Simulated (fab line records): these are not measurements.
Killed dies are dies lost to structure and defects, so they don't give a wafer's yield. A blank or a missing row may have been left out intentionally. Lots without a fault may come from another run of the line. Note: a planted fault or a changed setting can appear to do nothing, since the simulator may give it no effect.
Chamber matching :: flow n5Finfet :: pecvd-02 running N5_BEOL_M5_PECVD_70: 3 sister chambers
The step deposits SiO2 from TEOS/O2, target thk 16 nm, time 18 s. 6 wafers are shown with their chamber, then 8 later ones without.

== WAFERS WITH THEIR CHAMBER ==
wafer: L081.5
chamber: 2
showerheadPlenumPTorr (Torr): 8.64
throttleValvePct (%): 21.5

wafer: L081.6
chamber: 1
showerheadPlenumPTorr (Torr): 8.73
throttleValvePct (%): 23.4

wafer: L086.4
chamber: 0
showerheadPlenumPTorr (Torr): 8.82
throttleValvePct (%): 21.6

wafer: L086.5
chamber: 2
showerheadPlenumPTorr (Torr): 8.64
throttleValvePct (%): 21.4

wafer: L086.6
chamber: 1
showerheadPlenumPTorr (Torr): 8.77
throttleValvePct (%): 23.6

wafer: L087.2
chamber: 0
showerheadPlenumPTorr (Torr): 8.82
throttleValvePct (%): 21.7

== WAFERS WITHOUT THEIR CHAMBER ==
wafer: L087.4
showerheadPlenumPTorr (Torr): 8.64
throttleValvePct (%): 21.6

wafer: L087.5
showerheadPlenumPTorr (Torr): 8.79
throttleValvePct (%): 21.7

wafer: L088.2
showerheadPlenumPTorr (Torr): 8.79
throttleValvePct (%): 21.7

wafer: L088.3
showerheadPlenumPTorr (Torr): 8.65
throttleValvePct (%): 21.4

wafer: L088.5
showerheadPlenumPTorr (Torr): 8.74
throttleValvePct (%): 23.5

wafer: L090.2
showerheadPlenumPTorr (Torr): 8.63
throttleValvePct (%): 21.6

wafer: L090.3
showerheadPlenumPTorr (Torr): 8.76
throttleValvePct (%): 23.4

wafer: L090.4
showerheadPlenumPTorr (Torr): 8.65
throttleValvePct (%): 21.5

== WHICH CHAMBER EACH ONE RAN IN ==
wafer: L087.4
from the rows above: 2
in truth: 2

wafer: L087.5
from the rows above: 0
in truth: 0

wafer: L088.2
from the rows above: 0
in truth: 0

wafer: L088.3
from the rows above: 2
in truth: 2

wafer: L088.5
from the rows above: 1
in truth: 1

wafer: L090.2
from the rows above: 2
in truth: 2

wafer: L090.3
from the rows above: 1
in truth: 1

wafer: L090.4
from the rows above: 2
in truth: 2
Correct placement for 8 of the 8. Number that these rows cannot place: 0. 0 placed wrongly.
How it was worked out, from the rows above alone: a wafer's distance from a chamber is the root of the sum, over the readings, of the square of ((its reading less the chamber's mean) divided by the reading's scatter). The wafer belongs to the nearest chamber; if the next one is less than 2 further off, it can't be placed. For every chamber, the mean is computed from those of its wafers that are shown. How the scatter is found: for the shown wafers, subtract from each reading the mean of its chamber, square and add these, divide the total by (wafers less chambers), then take the root.
